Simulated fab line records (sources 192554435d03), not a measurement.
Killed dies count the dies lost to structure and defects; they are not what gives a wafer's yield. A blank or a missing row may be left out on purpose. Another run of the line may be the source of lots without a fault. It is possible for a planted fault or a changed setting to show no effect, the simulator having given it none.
The tool behind it: which one? ; flow n5-finfet ; 12 lots (36 wafers sampled), 1 step of a 1938-step route

== WHAT THE GAUGES READ, wafer by wafer ==
N5_WELL_APT_INSPECT_38: inspects for defects (darkfield).
lot;measured;on;raw-defect-count
L075;day 2 00:29;defect-inspect-01;10 10 5
L077;day 2 10:53;defect-inspect-01;15 12 4
L079;day 2 22:59;defect-inspect-02;12 15 17
L081;day 3 10:40;defect-inspect-01;20 13 19
L083;day 3 22:33;defect-inspect-01;10 21 17
L085;day 4 11:16;defect-inspect-01;9 10 12
L087;day 4 22:42;defect-inspect-02;13 9 6
L089;day 5 10:40;defect-inspect-02;6 7 5
L091;day 5 23:26;defect-inspect-02;20 18 8
L093;day 6 10:32;defect-inspect-02;6 11 9
L095;day 6 22:34;defect-inspect-01;33 15 26
L097;day 7 11:14;defect-inspect-02;15 10 14

== TOOL THAT RAN EACH LOT (tool first, then ch and the chambers of the sampled wafers, then the start) ==
There is no process step in the record ahead of these readings.

== THE ANSWER, worked out from the rows above alone ==
Rule: the lots themselves supply what counts as usual. The widest of any qualifying gaps counts: lots, ordered by their means at a reading, are off when they make up no more than a third of the lots, leave a main group of 4 or more, and stand apart from it by 3 or more times the standard deviation of that group's means. A main group whose means are all the same, to the digits that the tables above print for the reading, isn't used. A lot without any number at a reading at which 4 lots or more have one is off too. All remaining lots with rows at the step are treated as sound.
None of the lots is off at any reading shown; this tells nothing.

== WHAT THE SIMULATOR HAD INSERTED ==
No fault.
